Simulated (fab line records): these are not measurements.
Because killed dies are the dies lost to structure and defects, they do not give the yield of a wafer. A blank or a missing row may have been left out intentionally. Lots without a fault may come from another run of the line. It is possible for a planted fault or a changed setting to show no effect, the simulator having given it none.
What tool caused it? || flow n5Finfet || 39 wafers from 13 lots sampled at 2 of the route's 1938 steps

## WHAT EACH GAUGE READ, for each wafer
N5_MIM_BOT_LITHO_OVL_MEAS_11. Usual: for MIM_BOT_OVL the level is 1 nm and the standard deviation is 5.5.
{"lot": "L831", "measured": "day 11 10:38", "on": "overlay-02", "MIM_BOT_OVL (nm)": "0 -10 -5", "flag": ""}
{"lot": "L833", "measured": "day 11 23:56", "on": "overlay-01", "MIM_BOT_OVL (nm)": "8 -3 2", "flag": ""}
{"lot": "L834", "measured": "day 12 10:47", "on": "overlay-01", "MIM_BOT_OVL (nm)": "3 -2 -3", "flag": ""}
{"lot": "L835", "measured": "day 12 14:44", "on": "overlay-01", "MIM_BOT_OVL (nm)": "1 -9 -2", "flag": ""}
{"lot": "L836", "measured": "day 12 08:14", "on": "overlay-01", "MIM_BOT_OVL (nm)": "2 -3 -2", "flag": ""}
{"lot": "L838", "measured": "day 13 03:24", "on": "overlay-01", "MIM_BOT_OVL (nm)": "1 4 -2", "flag": ""}
{"lot": "L837", "measured": "day 13 11:01", "on": "overlay-01", "MIM_BOT_OVL (nm)": "3 7 4", "flag": ""}
{"lot": "L841", "measured": "day 14 06:34", "on": "overlay-02", "MIM_BOT_OVL (nm)": "-4 3 -1", "flag": ""}
{"lot": "L842", "measured": "day 14 11:01", "on": "overlay-01", "MIM_BOT_OVL (nm)": "5 10 3", "flag": ""}
{"lot": "L843", "measured": "day 14 11:11", "on": "overlay-01", "MIM_BOT_OVL (nm)": "-6 -3 4", "flag": ""}
{"lot": "L844", "measured": "day 15 08:57", "on": "overlay-02", "MIM_BOT_OVL (nm)": "7 7 6", "flag": ""}
{"lot": "L845", "measured": "day 15 08:29", "on": "overlay-02", "MIM_BOT_OVL (nm)": "-1 13 6", "flag": ""}
{"lot": "L852", "measured": "day 17 04:55", "on": "overlay-02", "MIM_BOT_OVL (nm)": "5 -8 5", "flag": ""}

## WHAT TOOL EACH LOT RAN ON (gives the tool, then ch and the chambers of the sampled wafers, and finally the start)
{"lot": "L831", "N5_BEOL_M2_SPUTTER_48": "pvdSputter-02, day 6 19:56"}
{"lot": "L833", "N5_BEOL_M2_SPUTTER_48": "pvdSputter-03, day 7 08:38"}
{"lot": "L834", "N5_BEOL_M2_SPUTTER_48": "pvdSputter-01, day 7 08:45"}
{"lot": "L835", "N5_BEOL_M2_SPUTTER_48": "pvdSputter-02, day 7 10:20"}
{"lot": "L836", "N5_BEOL_M2_SPUTTER_48": "pvdSputter-02, day 7 18:04"}
{"lot": "L838", "N5_BEOL_M2_SPUTTER_48": "pvdSputter-01, day 8 06:49"}
{"lot": "L837", "N5_BEOL_M2_SPUTTER_48": "pvdSputter-02, day 8 08:56"}
{"lot": "L841", "N5_BEOL_M2_SPUTTER_48": "pvdSputter-03, day 9 07:20"}
{"lot": "L842", "N5_BEOL_M2_SPUTTER_48": "pvdSputter-03, day 9 10:05"}
{"lot": "L843", "N5_BEOL_M2_SPUTTER_48": "pvdSputter-03, day 9 21:23"}
{"lot": "L844", "N5_BEOL_M2_SPUTTER_48": "pvdSputter-02, day 10 08:53"}
{"lot": "L845", "N5_BEOL_M2_SPUTTER_48": "pvdSputter-03, day 10 11:31"}
{"lot": "L852", "N5_BEOL_M2_SPUTTER_48": "pvdSputter-02, day 11 20:32"}
- N5_BEOL_M2_SPUTTER_48: material Cu, target thk 4.5 nm, time 8.29 s.

## WHAT THE TOOLS THEMSELVES READ (means of the sampled wafers that have a number; where no wafer has one, the mark that the record gives instead)
N5_BEOL_M2_SPUTTER_48. Usual: throttleValvePct at 30.4 %, with a standard deviation of 0.86.
{"lot": "L831", "tool": "pvdSputter-02", "throttleValvePct (%)": 30.6, "flag": ""}
{"lot": "L833", "tool": "pvdSputter-03", "throttleValvePct (%)": 29.7, "flag": ""}
{"lot": "L834", "tool": "pvdSputter-01", "throttleValvePct (%)": 31.0, "flag": ""}
{"lot": "L835", "tool": "pvdSputter-02", "throttleValvePct (%)": 30.4, "flag": ""}
{"lot": "L836", "tool": "pvdSputter-02", "throttleValvePct (%)": 29.7, "flag": ""}
{"lot": "L838", "tool": "pvdSputter-01", "throttleValvePct (%)": 30.3, "flag": ""}
{"lot": "L837", "tool": "pvdSputter-02", "throttleValvePct (%)": 30.4, "flag": ""}
{"lot": "L841", "tool": "pvdSputter-03", "throttleValvePct (%)": 30.7, "flag": ""}
{"lot": "L842", "tool": "pvdSputter-03", "throttleValvePct (%)": 29.8, "flag": ""}
{"lot": "L843", "tool": "pvdSputter-03", "throttleValvePct (%)": 30.3, "flag": ""}
{"lot": "L844", "tool": "pvdSputter-02", "throttleValvePct (%)": 30.5, "flag": ""}
{"lot": "L845", "tool": "pvdSputter-03", "throttleValvePct (%)": 30.1, "flag": ""}
{"lot": "L852", "tool": "pvdSputter-02", "throttleValvePct (%)": 29.6, "flag": ""}

## THE ANSWER, worked out from the rows above alone
Rule: lot off if the mean of its wafers having a number is beyond 3 standard deviations from the usual mean. A lot without any number at a reading at which 4 lots or more have one is off too. All remaining lots with rows at the step are treated as sound. First the gauges in route order, then the tools' own readings, where a lot's mean is used as printed above. The first step at which some lot is off is used, and at that step the reading that is off furthest; a lot without a number counts as furthest.
None of the lots is off at any reading shown; this tells nothing.

## WHAT THE SIMULATOR HAD PUT IN
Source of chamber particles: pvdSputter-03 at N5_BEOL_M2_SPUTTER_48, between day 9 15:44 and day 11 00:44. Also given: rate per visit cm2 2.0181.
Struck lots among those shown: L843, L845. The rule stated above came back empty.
